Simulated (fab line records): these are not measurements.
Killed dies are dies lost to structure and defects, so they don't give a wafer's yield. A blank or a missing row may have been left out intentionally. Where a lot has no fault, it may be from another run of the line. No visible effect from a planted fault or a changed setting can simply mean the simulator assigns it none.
fab line records ; flow n5Finfet ; part 1 of 2: steps 1 to 4 of 6
[record] lots = 22; wafers = 66; lastDay = 18
route steps=1938 shown BEOL_M8@1333 BEOL_M9@1416
lots untouched by any fault: they come from a run of this same line in which no faults occurred
startH: hours from the record's first day to the start of the lot's first wafer shown ; waitH: hours from the lot's prior step to this one ; " identical to the entry in the row above ; L1.1+2: one row covering several wafers at once ; - no value present, or no start provided ; * or withheld: withheld ; < > ~ a bound
route shown NAME@n: a module of which the file shows steps, and the number in the route of the first ; usual: average and standard deviation across the fault-free wafers ; same: alike in all rows ; chamber/n: place in a boat ; sites: the reading at each site ; _std_site: the values' standard deviation ; _edge_site: mean of outer sites minus mean of inner sites ; radiusMm: how far each site lies from the wafer's centre ; mask NAME#n: copy n ; behind: tool/chamber where the wafer was last shaped ; hold: why the lot was held/for how many hours/how that ended ; device: transistor that didn't switch, given as n, p or np ; end of line: tests run on the same wafers once the route is complete ; for a step that has no rows: nothing shown but its recipe ; killed: dies that structure and defects cost at the first sort, which is not the same as the wafer's yield ; map: per-die view of a wafer (x killed, . not killed, _ where there is no die)
set.NAME: the setting as run; set.NAME@STEP: as run at that earlier step ; model.NAME: the simulator's own value behind a step, which no gauge read
one table for each step of the route and one row for each wafer, over a sample of lots
services: from which hour (startH, from the record's first day; less than 0 if before it) a tool's chamber was out of use, for how many hours, and why
[[steps]]
[step N5_BEOL_M8_CURE_74]
[recipe] tempC = 385; timeS = 240; ambient = He/Ar; material = SiCOH_lowk
[usual] lampPowerPct = 52.32/0.054; wafer_temp_C_max = 386.6/0.48
lot.wafer;tool;chamber;startH;waitH;lampPowerPct;wafer_temp_C_max
L074.1;uvCure-02;1;207.85;0.0;52.29;386.2
L074.3;uvCure-02;1;207.85;0.0;52.29;385.9
L074.4;uvCure-02;1;207.85;0.0;52.32;386.0
L075.2;uvCure-03;0;208.19;0.1;52.30;386.1
L075.5;uvCure-03;0;208.19;0.1;52.31;386.3
L075.6;uvCure-03;0;208.19;0.1;52.31;386.2
L077.1;uvCure-03;0;209.46;0.0;52.29;386.3
L077.4;uvCure-03;0;209.46;0.0;52.36;386.1
L077.5;uvCure-03;0;209.46;0.0;52.20;386.6
L076.1;uvCure-03;1;216.15;0.0;52.29;386.2
L076.2;uvCure-03;1;216.15;0.0;52.28;386.7
L076.4;uvCure-03;1;216.15;0.0;52.34;385.7
L079.1;uvCure-03;1;229.44;0.0;52.32;386.7
L079.3;uvCure-03;1;229.44;0.0;52.32;386.6
L079.4;uvCure-03;1;229.44;0.0;52.30;386.5
L078.3;uvCure-01;1;230.29;0.2;52.27;387.1
L078.4;uvCure-01;1;230.29;0.2;52.32;386.6
L078.5;uvCure-01;1;230.29;0.2;52.31;386.7
L080.2;uvCure-02;2;235.10;0.1;52.38;387.6
L080.5;uvCure-02;2;235.10;0.1;52.28;387.1
L080.6;uvCure-02;2;235.10;0.1;52.24;386.8
L082.2;uvCure-03;1;260.01;0.1;52.31;386.6
L082.4;uvCure-03;1;260.01;0.1;52.34;386.7
L082.5;uvCure-03;1;260.01;0.1;52.43;386.3
L083.1;uvCure-03;2;263.89;0.0;52.25;387.2
L083.4;uvCure-03;2;263.89;0.0;52.36;386.5
L083.5;uvCure-03;2;263.89;0.0;52.27;386.3
L084.1;uvCure-02;2;264.64;0.0;52.33;386.6
L084.5;uvCure-02;2;264.64;0.0;52.28;386.8
L084.6;uvCure-02;2;264.64;0.0;52.38;387.5
L085.2;uvCure-03;0;278.38;0.1;52.35;386.5
L085.3;uvCure-03;0;278.38;0.1;52.31;386.4
L085.4;uvCure-03;0;278.38;0.1;52.35;386.6
L086.1;uvCure-03;2;281.97;0.0;52.17;386.9
L086.3;uvCure-03;2;281.97;0.0;52.22;386.9
L086.5;uvCure-03;2;281.97;0.0;52.42;387.1
L087.1;uvCure-01;1;287.48;0.0;52.29;387.1
L087.5;uvCure-01;1;287.48;0.0;52.32;386.8
L087.6;uvCure-01;1;287.48;0.0;52.34;387.2
L088.1;uvCure-02;1;287.58;0.0;52.29;385.9
L088.2;uvCure-02;1;287.58;0.0;52.23;385.7
L088.5;uvCure-02;1;287.58;0.0;52.45;385.8
L089.1;uvCure-02;2;288.08;0.0;52.31;386.7
L089.4;uvCure-02;2;288.08;0.0;52.28;387.1
L089.5;uvCure-02;2;288.08;0.0;52.24;387.0
L090.2;uvCure-03;2;308.49;0.1;52.34;386.4
L090.3;uvCure-03;2;308.49;0.1;52.30;386.9
L090.5;uvCure-03;2;308.49;0.1;52.23;386.7
L093.3;uvCure-01;0;312.47;0.2;52.31;386.6
L093.5;uvCure-01;0;312.47;0.2;52.38;386.6
L093.6;uvCure-01;0;312.47;0.2;52.34;386.7
L094.2;uvCure-01;0;325.46;0.1;52.21;386.7
L094.3;uvCure-01;0;325.46;0.1;52.37;387.3
L094.5;uvCure-01;0;325.46;0.1;52.27;387.5
L095.1;uvCure-01;1;334.71;0.0;52.28;386.7
L095.4;uvCure-01;1;334.71;0.0;52.33;386.9
L095.6;uvCure-01;1;334.71;0.0;52.27;386.4
L096.2;uvCure-02;2;335.51;0.1;52.29;386.6
L096.4;uvCure-02;2;335.51;0.1;52.29;387.3
L096.5;uvCure-02;2;335.51;0.1;52.24;387.1
L097.3;uvCure-03;0;340.32;0.2;52.36;386.3
L097.5;uvCure-03;0;340.32;0.2;52.26;385.9
L097.6;uvCure-03;0;340.32;0.2;52.28;385.9
L091.3;uvCure-02;1;353.02;0.2;52.35;386.2
L091.4;uvCure-02;1;353.02;0.2;52.38;386.6
L091.5;uvCure-02;1;353.02;0.2;52.26;386.4
[step N5_BEOL_M8_ETCH_72]
[recipe] chemistry = N2/H2; target = underlayer; targetDepthA = 65; maskMaterial = CAR-EUV; timeS = 5.2; ionEnergyEv = 200; pressureMtorr = 30; sourceW = 840; biasW = 150; n2FlowSccm = 200; h2FlowSccm = 200; ends = cleared
[usual] drypumpMotorCurrentA = 5.8/0.45; etchRfOnTimeS = 5.22/0.13; oesProductAu = 0.66/0.075; rfVppV = 523.9/2.1; showerheadPlenumPTorr = 2.54/0.054; throttleValvePct = 17.89/0.22
lot.wafer;tool;chamber;startH;waitH;drypumpMotorCurrentA;etchRfOnTimeS;oesProductAu;rfHoursCounterH;rfVppV;showerheadPlenumPTorr;throttleValvePct
L074.1;rieDiel-04;3;210.95;0.0;5.6;5.06;0.87;1;523.8;2.59;17.67
L074.3;rieDiel-04;1;210.95;0.0;5.6;5.05;0.70;100;526.3;2.57;18.04
L074.4;rieDiel-04;2;210.95;0.0;6.0;5.29;0.66;113;523.5;2.55;17.61
L077.1;rieDiel-04;0;214.61;0.0;5.3;5.23;0.59;216;523.5;2.52;17.90
L077.4;rieDiel-04;3;214.61;0.0;5.6;5.13;0.86;2;524.0;2.59;17.64
L077.5;rieDiel-04;2;214.61;0.0;6.0;5.33;0.65;-;523.9;2.56;17.62
L075.2;rieDiel-01;0;214.73;0.0;5.9;5.49;0.61;184;523.2;2.43;17.89
L075.5;rieDiel-01;2;214.73;0.0;5.6;5.43;0.63;-;520.8;2.46;18.11
L075.6;rieDiel-01;3;214.73;0.0;6.8;5.38;0.59;-;524.3;2.59;18.02
L076.1;rieDiel-04;1;219.55;0.0;5.5;5.00;0.69;105;522.4;2.56;18.06
L076.2;rieDiel-04;2;219.55;0.0;6.0;5.21;0.66;116;525.0;2.55;17.63
L076.4;rieDiel-04;3;219.55;0.0;5.6;5.11;0.85;5;524.9;2.59;17.66
L079.1;rieDiel-01;2;232.14;0.0;5.6;5.38;0.63;129;520.7;2.45;18.14
L079.3;rieDiel-01;0;232.14;0.0;5.9;5.41;0.61;191;521.0;2.42;17.92
L079.4;rieDiel-01;1;232.14;0.0;6.1;5.17;0.71;94;525.4;2.58;18.12
L078.3;rieDiel-04;3;234.09;0.0;5.6;5.14;0.82;10;526.9;2.59;17.66
L078.4;rieDiel-04;2;234.09;0.0;6.0;5.28;0.65;121;523.2;2.55;17.62
L078.5;rieDiel-04;3;234.09;0.0;5.6;5.13;0.83;-;526.5;2.59;17.67
L080.2;rieDiel-01;0;238.53;0.0;5.9;5.37;0.61;193;519.2;2.42;17.90
L080.5;rieDiel-01;1;238.53;0.0;6.2;5.12;0.69;-;523.5;2.58;18.13
L080.6;rieDiel-01;0;238.53;0.0;5.9;5.46;0.61;-;519.4;2.42;17.90
L082.2;rieDiel-02;3;264.97;0.0;5.2;5.21;0.59;221;522.9;2.51;17.70
L082.4;rieDiel-02;2;264.97;0.0;6.6;5.10;0.62;200;526.3;2.63;18.28
L082.5;rieDiel-02;1;264.97;0.0;5.8;5.07;0.64;-;524.0;2.51;17.87
L083.1;rieDiel-02;2;268.00;0.0;6.6;5.14;0.62;201;528.3;2.62;18.29
L083.4;rieDiel-02;1;268.00;0.0;5.8;5.11;0.64;181;526.3;2.51;17.86
L083.5;rieDiel-02;3;268.00;0.0;5.2;5.25;0.60;-;524.5;2.51;17.69
L084.1;rieDiel-04;0;268.12;0.0;5.3;5.18;0.60;235;523.8;2.51;17.92
L084.5;rieDiel-04;2;268.12;0.0;6.0;5.28;0.64;-;523.9;2.55;17.67
L084.6;rieDiel-04;1;268.12;0.0;5.5;5.03;0.67;-;523.6;2.56;18.10
L085.2;rieDiel-02;3;282.51;0.0;5.2;5.32;0.58;227;523.0;2.50;17.71
L085.3;rieDiel-02;1;282.51;0.0;5.8;5.13;0.63;186;524.0;2.51;17.87
L085.4;rieDiel-02;2;282.51;0.0;6.6;5.24;0.61;205;526.5;2.62;18.29
L086.1;rieDiel-02;0;288.15;0.0;6.2;5.30;0.70;60;525.2;2.58;17.71
L086.3;rieDiel-02;2;288.15;0.0;6.6;5.20;0.62;209;525.8;2.62;18.29
L086.5;rieDiel-02;2;288.15;0.0;6.6;5.15;0.62;-;527.4;2.62;18.27
L089.1;rieDiel-04;3;293.97;0.0;5.6;5.10;0.78;33;524.7;2.58;17.70
L089.4;rieDiel-04;0;293.97;0.0;5.3;5.17;0.58;246;523.3;2.51;17.94
L089.5;rieDiel-04;0;293.97;0.0;5.3;5.18;0.57;-;521.0;2.51;17.94
L087.1;rieDiel-04;0;294.37;0.0;5.3;5.17;0.58;247;522.0;2.51;17.93
L087.5;rieDiel-04;1;294.37;0.0;5.6;5.09;0.65;-;526.1;2.55;18.09
L087.6;rieDiel-04;0;294.37;0.0;5.3;5.19;0.58;-;522.6;2.51;17.94
L088.1;rieDiel-02;1;294.56;0.0;5.8;5.11;0.63;192;524.0;2.51;17.86
L088.2;rieDiel-02;3;294.56;0.0;5.2;5.26;0.59;233;523.7;2.50;17.71
L088.5;rieDiel-02;0;294.56;0.0;6.2;5.27;0.70;-;523.8;2.58;17.71
L090.2;rieDiel-02;1;311.97;0.0;5.8;5.10;0.65;199;524.1;2.50;17.92
L090.3;rieDiel-02;0;311.97;0.0;6.2;5.35;0.71;71;525.9;2.58;17.74
L090.5;rieDiel-02;3;311.97;0.0;5.2;5.26;0.58;-;524.0;2.50;17.71
L093.3;rieDiel-01;2;316.97;0.0;5.6;5.56;0.60;157;519.6;2.44;18.17
L093.5;rieDiel-01;3;316.97;0.0;6.7;5.14;0.81;-;526.8;2.58;17.64
L093.6;rieDiel-01;2;316.97;0.0;5.6;5.52;0.61;-;519.4;2.44;18.15
L094.2;rieDiel-02;2;328.74;0.0;6.6;5.20;0.60;225;527.0;2.61;18.30
L094.3;rieDiel-02;1;328.74;0.0;5.8;5.13;0.64;205;523.7;2.50;17.90
L094.5;rieDiel-02;0;328.74;0.0;6.2;5.41;0.69;-;524.7;2.57;17.74
L095.1;rieDiel-04;2;340.83;0.0;6.0;5.32;0.63;162;524.0;2.53;17.68
L095.4;rieDiel-04;1;340.83;0.0;5.5;5.11;0.65;151;524.3;2.54;18.14
L095.6;rieDiel-04;0;340.83;0.0;5.3;5.10;0.81;-;523.9;2.50;17.45
L096.2;rieDiel-04;3;341.29;0.0;5.6;5.14;0.75;47;525.7;2.57;17.73
L096.4;rieDiel-04;1;341.29;0.0;5.6;5.06;0.65;151;523.8;2.54;18.12
L096.5;rieDiel-04;1;341.29;0.0;5.6;5.08;0.65;-;526.6;2.54;18.14
L097.3;rieDiel-01;3;344.49;0.0;6.7;5.15;0.78;21;527.4;2.58;17.65
L097.5;rieDiel-01;3;344.49;0.0;6.7;5.15;0.79;-;528.2;2.58;17.65
L097.6;rieDiel-01;2;344.49;0.0;5.6;5.47;0.60;-;520.1;2.44;18.19
L091.3;rieDiel-01;3;356.64;0.0;6.7;5.14;0.79;26;525.4;2.58;17.67
L091.4;rieDiel-01;2;356.64;0.0;5.6;5.36;0.61;172;519.8;2.44;18.16
L091.5;rieDiel-01;0;356.64;0.0;5.9;5.41;0.58;-;520.8;2.41;17.98
[step N5_BEOL_M9_INSPECT_13]
[recipe] mode = adi; inspectInstrument = brightfield
[usual] rawDefectCount = 454/110
lot.wafer;tool;chamber;startH;waitH;rawDefectCount
L074.1;defectInspect-02;-;216.85;0.0;344
L074.3;defectInspect-02;-;216.85;0.0;548
L074.4;defectInspect-02;-;216.85;0.0;521
L077.1;defectInspect-01;-;219.08;0.0;416
L077.4;defectInspect-01;-;219.08;0.0;413
L077.5;defectInspect-01;-;219.08;0.0;387
L075.2;defectInspect-02;-;219.78;0.0;454
L075.5;defectInspect-02;-;219.78;0.0;553
L075.6;defectInspect-02;-;219.78;0.0;486
L076.1;defectInspect-02;-;226.43;0.0;381
L076.2;defectInspect-02;-;226.43;0.0;640
L076.4;defectInspect-02;-;226.43;0.0;471
L079.1;defectInspect-01;-;236.95;0.0;286
L079.3;defectInspect-01;-;236.95;0.0;379
L079.4;defectInspect-01;-;236.95;0.0;452
L078.3;defectInspect-01;-;239.61;0.0;576
L078.4;defectInspect-01;-;239.61;0.0;592
L078.5;defectInspect-01;-;239.61;0.0;490
L080.2;defectInspect-01;-;246.00;0.0;325
L080.5;defectInspect-01;-;246.00;0.0;288
L080.6;defectInspect-01;-;246.00;0.0;310
L082.2;defectInspect-02;-;270.59;0.0;529
L082.4;defectInspect-02;-;270.59;0.0;438
L082.5;defectInspect-02;-;270.59;0.0;376
L083.1;defectInspect-01;-;274.51;0.0;722
L083.4;defectInspect-01;-;274.51;0.0;377
L083.5;defectInspect-01;-;274.51;0.0;445
L084.1;defectInspect-01;-;274.68;0.0;337
L084.5;defectInspect-01;-;274.68;0.0;295
L084.6;defectInspect-01;-;274.68;0.0;373
L085.2;defectInspect-02;-;287.08;0.0;302
L085.3;defectInspect-02;-;287.08;0.0;438
L085.4;defectInspect-02;-;287.08;0.0;385
L086.1;defectInspect-01;-;294.66;0.0;402
L086.3;defectInspect-01;-;294.66;0.0;485
L086.5;defectInspect-01;-;294.66;0.0;451
L089.1;defectInspect-02;-;298.10;0.0;482
L089.4;defectInspect-02;-;298.10;0.0;433
L089.5;defectInspect-02;-;298.10;0.0;368
L087.1;defectInspect-02;-;300.53;0.0;693
L087.5;defectInspect-02;-;300.53;0.0;436
L087.6;defectInspect-02;-;300.53;0.0;690
L088.1;defectInspect-01;-;300.73;0.0;359
L088.2;defectInspect-01;-;300.73;0.0;431
L088.5;defectInspect-01;-;300.73;0.0;306
L090.2;defectInspect-02;-;317.95;0.0;459
L090.3;defectInspect-02;-;317.95;0.0;661
L090.5;defectInspect-02;-;317.95;0.0;546
L093.3;defectInspect-02;-;322.89;0.0;448
L093.5;defectInspect-02;-;322.89;0.0;462
L093.6;defectInspect-02;-;322.89;0.0;650
L094.2;defectInspect-01;-;334.20;0.0;329
L094.3;defectInspect-01;-;334.20;0.0;446
L094.5;defectInspect-01;-;334.20;0.0;528
L095.1;defectInspect-02;-;345.44;0.0;341
L095.4;defectInspect-02;-;345.44;0.0;511
L095.6;defectInspect-02;-;345.44;0.0;406
L096.2;defectInspect-02;-;347.64;0.0;373
L096.4;defectInspect-02;-;347.64;0.0;382
L096.5;defectInspect-02;-;347.64;0.0;478
L097.3;defectInspect-02;-;349.55;0.0;574
L097.5;defectInspect-02;-;349.55;0.0;356
L097.6;defectInspect-02;-;349.55;0.0;434
L091.3;defectInspect-02;-;362.19;0.0;425
L091.4;defectInspect-02;-;362.19;0.0;357
L091.5;defectInspect-02;-;362.19;0.0;334
[step N5_BEOL_M9_STRIP_67]
[recipe] chemistry = CF4; resist = SiARC; powerW = 300; biasPowerW = 75; pressureMtorr = 50; cf4FlowSccm = 150; rfFrequencyHz = 6e+07
[usual] drypumpMotorCurrentA = 5.9/0.44; oesProductAu = 0.79/0.078; rfVppV = 271.3/1.5; showerheadPlenumPTorr = 1.81/0.055; throttleValvePct = 13.67/0.18
lot.wafer;tool;chamber;startH;waitH;drypumpMotorCurrentA;oesProductAu;rfHoursCounterH;rfVppV;showerheadPlenumPTorr;throttleValvePct
L074.1;rieDiel-06;0;217.12;0.0;5.8;0.99;0;272.3;1.84;13.65
L074.3;rieDiel-06;1;217.12;0.0;6.3;0.76;166;271.8;1.85;13.90
L074.4;rieDiel-06;3;217.12;0.0;5.9;0.83;-;268.9;1.74;13.64
L077.1;rieDiel-03;3;219.34;0.0;5.6;0.72;190;270.1;1.80;13.82
L077.4;rieDiel-03;2;219.34;0.0;6.1;0.72;228;273.5;1.86;13.99
L077.5;rieDiel-03;3;219.34;0.0;5.6;0.72;-;270.6;1.80;13.80
L075.2;rieDiel-03;0;220.04;0.0;5.9;0.80;102;272.4;1.81;13.58
L075.5;rieDiel-03;0;220.04;0.0;5.9;0.80;-;271.7;1.81;13.59
L075.6;rieDiel-03;1;220.04;0.0;6.1;0.74;-;270.0;1.78;13.62
L076.1;rieDiel-03;1;227.05;0.0;6.1;0.74;177;270.2;1.78;13.64
L076.2;rieDiel-03;3;227.05;0.0;5.7;0.72;192;270.2;1.80;13.81
L076.4;rieDiel-03;0;227.05;0.0;5.9;0.79;104;268.9;1.81;13.59
L079.1;rieDiel-03;0;237.43;0.0;5.9;0.80;108;270.9;1.81;13.61
L079.3;rieDiel-03;1;237.43;0.0;6.1;0.73;181;270.0;1.78;13.65
L079.4;rieDiel-03;3;237.43;0.0;5.7;0.72;195;270.7;1.80;13.82
L078.3;rieDiel-06;3;239.87;0.0;5.9;0.82;102;269.2;1.74;13.65
L078.4;rieDiel-06;0;239.87;0.0;5.8;0.93;-;270.0;1.84;13.65
L078.5;rieDiel-06;3;239.87;0.0;5.9;0.82;-;270.1;1.74;13.64
L080.2;rieDiel-03;3;246.27;0.0;5.7;0.72;198;270.1;1.80;13.82
L080.5;rieDiel-03;1;246.27;0.0;6.1;0.74;-;271.9;1.78;13.68
L080.6;rieDiel-03;0;246.27;0.0;5.9;0.79;-;270.7;1.80;13.61
L082.2;rieDiel-05;0;270.85;0.0;6.8;0.80;128;273.0;1.87;13.49
L082.4;rieDiel-05;3;270.85;0.0;5.1;0.89;24;273.8;1.90;13.43
L082.5;rieDiel-05;3;270.85;0.0;5.1;0.89;-;272.7;1.90;13.42
L083.1;rieDiel-05;3;276.04;0.0;5.1;0.89;26;272.5;1.90;13.42
L083.4;rieDiel-05;1;276.04;0.0;5.4;0.75;165;270.9;1.71;13.56
L083.5;rieDiel-05;0;276.04;0.0;6.8;0.80;-;272.5;1.87;13.47
L084.1;rieDiel-06;2;276.35;0.0;5.4;0.93;9;273.4;1.90;13.30
L084.5;rieDiel-06;2;276.35;0.0;5.4;0.93;-;273.3;1.90;13.31
L084.6;rieDiel-06;1;276.35;0.0;6.3;0.75;-;273.0;1.85;13.92
L085.2;rieDiel-03;2;288.21;0.0;6.1;0.71;244;270.9;1.85;13.99
L085.3;rieDiel-03;1;288.21;0.0;6.1;0.73;192;268.6;1.78;13.67
L085.4;rieDiel-03;0;288.21;0.0;5.9;0.78;120;270.6;1.80;13.63
L086.1;rieDiel-06;2;295.57;0.0;5.4;0.90;18;274.6;1.90;13.34
L086.3;rieDiel-06;1;295.57;0.0;6.3;0.74;196;272.2;1.84;13.97
L086.5;rieDiel-06;3;295.57;0.0;5.9;0.80;-;269.8;1.73;13.67
L089.1;rieDiel-03;3;298.41;0.0;5.6;0.71;211;271.0;1.79;13.83
L089.4;rieDiel-03;0;298.41;0.0;5.9;0.78;124;269.9;1.80;13.64
L089.5;rieDiel-03;2;298.41;0.0;6.1;0.71;-;271.2;1.85;14.03
L087.1;rieDiel-06;0;301.93;0.0;5.8;0.89;32;270.5;1.84;13.70
L087.5;rieDiel-06;1;301.93;0.0;6.4;0.74;-;273.0;1.84;13.96
L087.6;rieDiel-06;0;301.93;0.0;5.8;0.89;-;273.9;1.84;13.73
L088.1;rieDiel-03;1;302.28;0.0;6.1;0.73;198;271.0;1.78;13.68
L088.2;rieDiel-03;0;302.28;0.0;5.9;0.78;125;270.6;1.80;13.65
L088.5;rieDiel-03;1;302.28;0.0;6.1;0.73;-;270.2;1.78;13.69
L090.2;rieDiel-03;0;318.49;0.0;5.9;0.77;134;270.9;1.80;13.66
L090.3;rieDiel-03;3;318.49;0.0;5.6;0.70;220;272.4;1.79;13.88
L090.5;rieDiel-03;0;318.49;0.0;5.9;0.77;-;271.6;1.80;13.66
L093.3;rieDiel-03;0;324.14;0.0;5.9;0.76;137;269.2;1.80;13.66
L093.5;rieDiel-03;1;324.14;0.0;6.1;0.72;-;270.3;1.77;13.72
L093.6;rieDiel-03;2;324.14;0.0;6.1;0.98;-;271.9;1.85;13.47
L094.2;rieDiel-05;1;334.61;0.0;5.4;0.74;173;270.1;1.70;13.60
L094.3;rieDiel-05;0;334.61;0.0;6.8;0.79;139;271.8;1.87;13.50
L094.5;rieDiel-05;1;334.61;0.0;5.4;0.74;-;267.6;1.70;13.60
L095.1;rieDiel-03;2;345.97;0.0;6.1;0.94;8;270.9;1.85;13.48
L095.4;rieDiel-03;1;345.97;0.0;6.1;0.71;216;271.3;1.77;13.73
L095.6;rieDiel-03;2;345.97;0.0;6.1;0.94;-;272.2;1.85;13.49
L096.2;rieDiel-05;3;348.32;0.0;5.1;0.86;39;272.1;1.90;13.46
L096.4;rieDiel-05;0;348.32;0.0;6.8;0.78;-;271.3;1.87;13.53
L096.5;rieDiel-05;3;348.32;0.0;5.1;0.87;-;273.9;1.90;13.45
L097.3;rieDiel-06;0;350.06;0.0;5.8;0.85;50;270.8;1.83;13.75
L097.5;rieDiel-06;3;350.06;0.0;5.9;0.79;-;268.9;1.73;13.74
L097.6;rieDiel-06;2;350.06;0.0;5.4;0.86;-;273.9;1.89;13.36
L091.3;rieDiel-05;2;362.45;0.0;5.0;0.82;79;270.2;1.74;13.66
L091.4;rieDiel-05;3;362.45;0.0;5.1;0.86;45;272.5;1.90;13.47
L091.5;rieDiel-05;3;362.45;0.0;5.1;0.86;-;273.4;1.90;13.49
